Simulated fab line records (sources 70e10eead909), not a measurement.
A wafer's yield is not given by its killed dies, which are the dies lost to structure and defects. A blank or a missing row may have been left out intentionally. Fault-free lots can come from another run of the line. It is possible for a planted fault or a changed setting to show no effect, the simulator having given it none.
Matching of chambers :: flow nandHarc :: pecvd-03 running NHARC_A_SLIT_DEP_23: 3 sister chambers
The step deposits SiON, target thk 100 nm. 3 wafers are shown with their chamber, then 9 later ones without.

## WAFERS WITH THEIR CHAMBER
wafer: L083.3
chamber: 1
heaterPowerOuterW (W): 502

wafer: L087.1
chamber: 0
heaterPowerOuterW (W): 503

wafer: L087.6
chamber: 2
heaterPowerOuterW (W): 366

## WAFERS WITH NO CHAMBER GIVEN
wafer: L089.2
heaterPowerOuterW (W): 539

wafer: L089.4
heaterPowerOuterW (W): 542

wafer: L089.5
heaterPowerOuterW (W): 374

wafer: L092.1
heaterPowerOuterW (W): 473

wafer: L092.2
heaterPowerOuterW (W): 460

wafer: L092.6
heaterPowerOuterW (W): 469

wafer: L096.1
heaterPowerOuterW (W): 435

wafer: L096.4
heaterPowerOuterW (W): 460

wafer: L096.5
heaterPowerOuterW (W): 379

## CHAMBER TAKEN BY EACH
wafer: L089.2
from the rows above: can't be placed: 0 or 1
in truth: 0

wafer: L089.4
from the rows above: can't be placed: 0 or 1
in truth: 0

wafer: L089.5
from the rows above: 2
in truth: 2

wafer: L092.1
from the rows above: can't be placed: 1 or 0
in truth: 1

wafer: L092.2
from the rows above: can't be placed: 1 or 0 or 2
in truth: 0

wafer: L092.6
from the rows above: can't be placed: 1 or 0 or 2
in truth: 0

wafer: L096.1
from the rows above: can't be placed: 1 or 0 or 2
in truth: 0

wafer: L096.4
from the rows above: can't be placed: 1 or 0 or 2
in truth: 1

wafer: L096.5
from the rows above: 2
in truth: 2
Correctly placed: 2 of 9. From these rows, 7 cannot be placed; in 7 the true chamber is one of the candidates. Placed wrongly: 0.
How it was worked out, from the rows above alone: a wafer's distance from a chamber is the root of the sum, over the readings, of the square of ((its reading less the chamber's mean) divided by the reading's scatter). The wafer belongs to the nearest chamber; if the next one is less than 2 further off, it can't be placed. The mean given for a chamber averages the wafers shown for that chamber. The scatter (one wafer shown for each chamber): square how far every hidden wafer sits from the nearest shown wafer, average those squares and take the square root.
